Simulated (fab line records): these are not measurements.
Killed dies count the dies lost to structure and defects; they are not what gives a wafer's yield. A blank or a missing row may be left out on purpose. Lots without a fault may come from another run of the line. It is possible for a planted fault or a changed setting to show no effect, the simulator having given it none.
fab line records	flow nand-harc
record: lots: 14	wafers: 42	last-day: 24
route steps=1159 shown A_BLC@981 A_M0@1011
lots that met no fault: taken from a fault-free run of the same line
start-h: the number of hours between the record's first day and the start of the first shown wafer of the lot	wait-h: how many hours have passed since the lot's step before this one	" unchanged from the row above	L1.1+2: several wafers, shown together as one row	- no value present, or no start provided	* or withheld: withheld	< > ~ a bound
route shown NAME@n: names a module that has steps shown in the file, with the first one's number in the route	usual: mean/standard deviation taken from wafers without a fault	same: alike in all rows	chamber/n: place in a boat	sites: the reading at each site	_std_site: their standard deviation	_edge_site: the outer-site mean with the inner-site mean subtracted	radius-mm: how far each site lies from the wafer's centre	mask NAME#n: copy n	behind: the tool/chamber that last shaped the wafer	hold: cause of the lot's hold/its duration in hours/its outcome	device: the transistor (n, p or np) that didn't switch	end of line: tests of these same wafers at the route's end	a step given without rows: its recipe and nothing more	killed: count of dies lost to structure and defects at first sort (not the wafer's yield)	map: per-die view of a wafer (x killed, . not killed, _ where there is no die)
set.NAME: the setting the step ran with; set.NAME@STEP: the setting that earlier step ran with	model.NAME: the simulator's own value behind a step, which no gauge read
one table for each step of the route and one row for each wafer, over a sample of lots
services: when a tool's chamber went out of use (start-h, in hours from the record's first day, below 0 if earlier), for how many hours, and the reason
== steps ==
step: NHARC_A_BLC_CD_MEAS_19
usual: cd-nm: 99.7/1.8
lot.wafer	tool	chamber	start-h	wait-h	cd-nm
L793.1	cd-sem-03	-	413.62	-	98.4
L793.2	"	-	"	"	97.7
L793.3	"	-	"	"	98.7
L794.2	cd-sem-02	-	415.56	-	102.0
L794.3	"	-	"	"	101.0
L794.4	"	-	"	"	100.1
L795.1	cd-sem-02	-	419.54	-	102.4
L795.5	"	-	"	"	99.1
L795.6	"	-	"	"	100.1
L797.1	cd-sem-02	-	421.72	-	101.9
L797.2	"	-	"	"	100.6
L797.3	"	-	"	"	103.8
L799.1	cd-sem-02	-	445.17	-	96.9
L799.3	"	-	"	"	98.1
L799.4	"	-	"	"	99.8
L801.3	cd-sem-03	-	449.50	-	99.2
L801.4	"	-	"	"	98.3
L801.6	"	-	"	"	98.1
L800.3	cd-sem-01	-	455.69	-	97.8
L800.4	"	-	"	"	99.6
L800.6	"	-	"	"	95.0
L802.1	cd-sem-03	-	483.05	-	98.0
L802.5	"	-	"	"	99.1
L802.6	"	-	"	"	99.8
L806.2	cd-sem-03	-	486.91	-	99.6
L806.4	"	-	"	"	99.0
L806.6	"	-	"	"	101.3
L804.1	cd-sem-01	-	495.62	-	99.9
L804.4	"	-	"	"	98.7
L804.6	"	-	"	"	99.4
L808.1	cd-sem-02	-	510.58	-	100.8
L808.2	"	-	"	"	101.7
L808.6	"	-	"	"	102.2
L810.2	cd-sem-03	-	511.43	-	99.4
L810.3	"	-	"	"	99.9
L810.4	"	-	"	"	102.4
L813.1	cd-sem-02	-	522.53	-	100.0
L813.2	"	-	"	"	98.9
L813.3	"	-	"	"	100.2
L814.2	cd-sem-01	-	526.30	-	100.5
L814.5	"	-	"	"	100.3
L814.6	"	-	"	"	99.2
step: NHARC_A_M0_STRIP_18
recipe: power-w: 1000	n2-flow-sccm: 150	h2-flow-sccm: 150	ar-flow-sccm: 0	bias-w: 0	chemistry: N2/H2
usual: drypump-motor-current-A: 5.7/0.45	h2-flow-sccm: 150.0/0.45	oes-product-au: 1.000/0.0076	rf-vpp-V: 90.4/0.94	showerhead-plenum-p-Torr: 2.01/0.085	throttle-valve-pct: 14.170/0.0091
lot.wafer	tool	chamber	start-h	wait-h	drypump-motor-current-A	h2-flow-sccm	oes-product-au	rf-hours-counter-h	rf-vpp-V	showerhead-plenum-p-Torr	throttle-valve-pct
L793.3	rie-diel-02	0	427.44	0.1	5.9	150.2	0.991	5.8	89.8	1.91	14.189
L793.2	"	1	"	"	5.7	150.1	0.988	4.5	91.8	2.03	14.179
L793.1	"	3	"	"	4.8	150.2	0.998	6.1	90.2	2.05	14.154
L794.3	rie-diel-07	0	428.30	0.1	5.7	150.5	0.984	0.8	91.5	2.14	14.161
L794.4	"	2	"	"	5.5	149.9	0.996	1.2	90.6	2.05	14.172
L794.2	"	3	"	"	6.2	150.1	0.998	0.9	91.6	2.14	14.171
L795.1	rie-diel-02	2	429.49	0.1	5.3	149.3	1.007	6.9	89.3	1.97	14.163
L795.5	"	2	"	"	5.3	148.5	1.000	-	89.5	1.97	14.169
L795.6	"	3	"	"	4.8	150.4	1.003	-	90.0	2.05	14.171
L797.1	rie-diel-11	0	432.67	0.1	6.1	150.6	0.995	5.0	87.8	1.91	14.178
L797.3	"	1	"	"	5.6	151.0	1.001	4.3	91.5	2.08	14.172
L797.2	"	2	"	"	6.4	150.5	0.995	3.0	89.6	1.90	14.172
L799.4	rie-diel-02	0	448.67	0.1	5.9	150.1	1.007	7.6	89.3	1.91	14.163
L799.1	"	1	"	"	5.7	149.3	1.000	6.0	92.4	2.03	14.172
L799.3	"	2	"	"	5.4	150.7	1.005	8.4	90.2	1.97	14.170
L801.4	rie-diel-02	3	460.20	0.1	4.7	150.4	1.012	9.4	91.6	2.05	14.170
L801.3	"	0	"	"	5.9	149.9	1.004	9.2	90.6	1.91	14.188
L801.6	"	0	"	"	5.9	149.6	1.002	-	90.2	1.91	14.160
L800.4	rie-diel-02	0	473.68	0.1	5.9	150.1	1.010	9.7	90.1	1.91	14.175
L800.3	"	1	"	"	5.7	150.0	0.983	8.1	90.8	2.03	14.159
L800.6	"	0	"	"	5.9	150.0	1.006	-	89.1	1.91	14.167
L802.1	rie-diel-07	2	487.27	0.1	5.5	149.9	0.991	3.5	91.5	2.05	14.178
L802.5	"	0	"	"	5.8	149.7	1.002	-	92.3	2.14	14.174
L802.6	"	1	"	"	6.0	150.1	1.000	-	91.6	1.96	14.171
L806.2	rie-diel-02	3	490.54	0.1	4.8	149.6	1.020	11.2	90.3	2.05	14.165
L806.4	"	0	"	"	5.9	150.0	1.009	11.2	89.5	1.90	14.161
L806.6	"	2	"	"	5.3	150.9	1.013	-	92.1	1.97	14.191
L804.4	rie-diel-11	0	502.00	0.1	6.1	149.9	0.987	8.2	90.5	1.91	14.168
L804.1	"	2	"	"	6.4	150.5	1.002	6.7	88.6	1.90	14.168
L804.6	"	0	"	"	6.1	149.7	0.997	-	90.1	1.91	14.158
L808.2	rie-diel-07	3	514.53	0.1	6.2	150.1	0.997	7.6	89.8	2.14	14.179
L808.1	"	1	"	"	6.0	150.0	0.988	6.9	90.5	1.95	14.188
L808.6	"	2	"	"	5.5	149.3	0.999	-	91.1	2.05	14.160
L810.3	rie-diel-07	3	515.54	0.1	6.2	150.3	1.009	7.6	90.6	2.13	14.167
L810.2	"	1	"	"	6.0	150.0	0.994	7.0	89.7	1.95	14.174
L810.4	"	2	"	"	5.5	150.4	0.994	6.7	90.2	2.05	14.170
L813.2	rie-diel-11	3	527.14	0.1	5.7	149.6	0.995	11.1	91.8	2.10	14.169
L813.1	"	0	"	"	6.1	150.1	0.989	10.9	89.7	1.91	14.174
L813.3	"	1	"	"	5.6	149.7	0.988	10.6	91.5	2.08	14.165
L814.2	rie-diel-11	3	534.40	0.1	5.7	149.9	1.004	11.2	90.2	2.10	14.151
L814.5	"	0	"	"	6.2	150.3	0.984	-	91.3	1.91	14.183
L814.6	"	1	"	"	5.6	150.2	0.998	-	89.7	2.08	14.168
step: NHARC_A_M0_PRE_CLEAN_29
recipe: time-s: 30	temp-c: 280	gas: H2/He
usual: heater-power-w: 397/34	susceptor-temp-C: 280.00/0.18
lot.wafer	tool	chamber	start-h	wait-h	heater-power-w	susceptor-temp-C
L793.2	pvd-sputter-01	-	-	-	454	280.20
L793.3	"	-	"	"	406	280.02
L793.1	"	-	"	"	357	279.91
L794.2	pvd-sputter-02	-	-	-	463	-
L794.4	"	-	"	"	401	-
L794.3	"	-	"	"	366	-
L795.1	pvd-sputter-02	-	-	-	463	279.98
L795.5	"	-	"	"	405	280.25
L795.6	"	-	"	"	366	279.78
L797.2	pvd-sputter-01	-	-	-	446	279.85
L797.1	"	-	"	"	400	279.86
L797.3	"	-	"	"	368	280.16
L799.4	pvd-sputter-01	-	-	-	461	280.19
L799.1	"	-	"	"	400	280.14
L799.3	"	-	"	"	364	279.73
L801.4	pvd-sputter-01	-	-	-	450	280.02
L801.3	"	-	"	"	370	279.86
L801.6	"	-	"	"	402	279.65
L800.3	pvd-sputter-01	-	-	-	461	279.90
L800.4	"	-	"	"	401	280.17
L800.6	"	-	"	"	366	279.99
L802.1	pvd-sputter-01	-	-	-	375	280.25
L802.5	"	-	"	"	453	279.81
L802.6	"	-	"	"	404	280.07
L806.2	pvd-sputter-01	-	-	-	447	280.00
L806.4	"	-	"	"	395	280.00
L806.6	"	-	"	"	364	280.30
L804.4	pvd-sputter-03	-	-	-	370	279.98
L804.1	"	-	"	"	374	279.85
L804.6	"	-	"	"	369	280.06
L808.1	pvd-sputter-03	-	-	-	397	280.09
L808.2	"	-	"	"	368	280.47
L808.6	"	-	"	"	401	280.00
L810.3	pvd-sputter-03	-	-	-	397	280.01
L810.2	"	-	"	"	396	279.98
L810.4	"	-	"	"	374	279.85
L813.3	pvd-sputter-03	-	-	-	395	280.20
L813.2	"	-	"	"	380	280.24
L813.1	"	-	"	"	364	280.01
L814.2	pvd-sputter-01	-	-	-	443	279.81
L814.6	"	-	"	"	375	280.00
L814.5	"	-	"	"	375	280.25
step: NHARC_A_M0_PVD_20
recipe: target-thk-a: 50	bias-v: 168.6	power-w: 15000	chamber-pressure-pa: 0.12	time-s: 8.06	substrate-temp-c: 50	material: TaN
usual: bias-v: 168.1/1.9	cathode-dc-power-W: 15000/2.6	throttle-valve-pct: 30.3/0.87
lot.wafer	tool	chamber	start-h	wait-h	bias-v	cathode-dc-power-W	throttle-valve-pct
L793.3	pvd-sputter-01	-	428.11	-	169.5	15000	30.2
L793.1	"	-	"	"	171.0	15004	30.7
L793.2	"	-	"	"	167.9	15003	30.1
L794.3	pvd-sputter-02	-	428.96	-	167.3	15003	29.9
L794.2	"	-	"	"	169.3	14997	31.9
L794.4	"	-	"	"	167.3	15000	30.1
L795.1	pvd-sputter-02	-	430.18	-	168.9	14997	29.8
L795.5	"	-	"	"	168.9	15003	31.8
L795.6	"	-	"	"	170.2	14998	28.2
L797.3	pvd-sputter-01	-	433.35	-	169.8	15001	30.4
L797.1	"	-	"	"	168.2	14997	30.0
L797.2	"	-	"	"	169.8	15000	30.7
L799.4	pvd-sputter-01	-	449.32	-	166.3	15002	30.6
L799.3	"	-	"	"	168.8	15001	30.3
L799.1	"	-	"	"	169.5	15002	30.4
L801.3	pvd-sputter-01	-	461.11	-	165.9	15000	30.5
L801.4	"	-	"	"	167.7	15002	30.6
L801.6	"	-	"	"	166.7	14999	30.0
L800.3	pvd-sputter-01	-	474.32	-	169.0	14998	30.2
L800.4	"	-	"	"	169.0	15001	30.3
L800.6	"	-	"	"	166.8	15004	30.0
L802.1	pvd-sputter-01	-	487.90	-	172.7	14998	30.1
L802.6	"	-	"	"	164.7	15000	30.2
L802.5	"	-	"	"	167.3	14998	30.4
L806.4	pvd-sputter-01	-	491.20	-	-	-	-
L806.2	"	-	"	"	-	-	-
L806.6	"	-	"	"	-	-	-
L804.1	pvd-sputter-03	-	502.66	-	-	-	-
L804.4	"	-	"	"	-	-	-
L804.6	"	-	"	"	-	-	-
L808.2	pvd-sputter-03	-	515.18	-	168.8	14997	31.6
L808.1	"	-	"	"	166.1	14998	29.5
L808.6	"	-	"	"	169.2	15002	29.9
L810.3	pvd-sputter-03	-	516.20	-	168.5	15001	30.4
L810.2	"	-	"	"	168.5	14994	28.9
L810.4	"	-	"	"	166.4	15000	29.4
L813.2	pvd-sputter-03	-	527.77	-	165.4	15001	29.6
L813.3	"	-	"	"	167.3	15000	30.2
L813.1	"	-	"	"	168.1	15001	28.7
L814.2	pvd-sputter-01	-	535.00	-	169.3	15003	29.8
L814.6	"	-	"	"	167.1	14996	31.4
L814.5	"	-	"	"	165.7	15005	30.0
== services ==
tool	chamber	start-h	hours	kind
rie-diel-07	-	405.26	9.0	pm
rie-diel-11	2	409.06	13.1	repair
rie-diel-02	0	410.20	-	clean
rie-diel-02	1	410.20	-	clean
rie-diel-02	2	410.20	-	clean
rie-diel-02	3	410.20	-	clean
rie-diel-02	0	434.74	-	clean
rie-diel-02	1	434.74	-	clean
rie-diel-02	2	434.74	-	clean
rie-diel-02	3	434.74	-	clean
rie-diel-07	2	447.22	14.1	repair
pvd-sputter-03	-	458.04	10.0	pm
rie-diel-02	0	459.24	-	clean
rie-diel-02	1	459.24	-	clean
rie-diel-02	2	459.24	-	clean
rie-diel-02	3	459.24	-	clean
rie-diel-07	2	465.33	6.9	repair
rie-diel-02	1	474.30	3.7	repair
rie-diel-07	1	496.00	5.7	repair
rie-diel-07	-	500.93	0.5	repair
rie-diel-02	-	504.70	9.0	pm
pvd-sputter-01	-	514.04	10.0	pm
rie-diel-02	2	515.59	14.8	repair
pvd-sputter-02	-	525.97	4.2	repair
== key ==
first-sign: step: NHARC_A_M0_PVD_20	reading: tool-record	direction: missing
effect none on later readings
met-at NHARC_A_M0_PVD_20
struck-lots L804,L806
later-rows-left-out L804.1,L804.4,L804.6,L806.2,L806.4,L806.6
sort-left-out L804.1,L804.4,L804.6,L806.2,L806.4,L806.6
not-acting-at NHARC_A_BLC_CD_MEAS_19,NHARC_A_M0_STRIP_18,NHARC_A_M0_PRE_CLEAN_29
onset-between 487.90 491.20
fault: kind: skipped-step-whole	tool: pvd-sputter-01,pvd-sputter-03	chamber: -	onset-h: 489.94	steps: NHARC_A_M0_PVD_20	scope: struck-lots-only
sort-left-out: the simulated sort isn't trusted on such a fault, so these wafers' sort isn't shown, and their yield isn't known
later-rows-left-out: the simulator's readings of these wafers behind a module that went badly wrong aren't trusted and aren't shown, but for the sort
